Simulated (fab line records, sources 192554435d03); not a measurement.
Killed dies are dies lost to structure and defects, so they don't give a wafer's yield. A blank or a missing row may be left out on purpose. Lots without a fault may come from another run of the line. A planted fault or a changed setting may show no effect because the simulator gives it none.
Chamber matching | flow n5_finfet | N5_MOL_CONTACT_COAG_ETCH_66 on rie_diel-02: 4 sister chambers
The step etches SiARC in CF4, target depth 13 nm, time 21.7 s. 4 wafers are shown with their chamber, then 7 later ones without.

WAFERS WITH THEIR CHAMBER
wafer  | chamber | showerhead_plenum_p_Torr (Torr)
L082.1 | 3       | 2.14
L082.2 | 0       | 2.19
L082.4 | 2       | 2.28
L085.5 | 1       | 2.12

WAFERS WITHOUT THEIR CHAMBER
wafer  | showerhead_plenum_p_Torr (Torr)
L085.6 | 2.19
L087.1 | 2.12
L087.5 | 2.27
L087.6 | 2.13
L089.2 | 2.27
L089.4 | 2.18
L089.5 | 2.13

WHICH CHAMBER EACH WENT THROUGH
wafer  | from the rows above     | in truth
L085.6 | 0                       | 0
L087.1 | 1                       | 1
L087.5 | 2                       | 2
L087.6 | can't be placed: 1 or 3 | 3
L089.2 | 2                       | 2
L089.4 | 0                       | 0
L089.5 | can't be placed: 1 or 3 | 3
Placed correctly: 5 of 7. Can't be placed from these rows: 2 (the true chamber is among the candidates in 2). Placed wrongly: 0.
How it was worked out, from the rows above alone: a wafer's distance from a chamber is the root of the sum, over the readings, of the square of ((its reading less the chamber's mean) divided by the reading's scatter). The wafer belongs to the nearest chamber; if the next one is less than 2 further off, it can't be placed. A chamber's mean is the mean of its shown wafers. The scatter: with one shown wafer a chamber, the root of the mean of the squares of how far each hidden wafer lies from its nearest shown one.
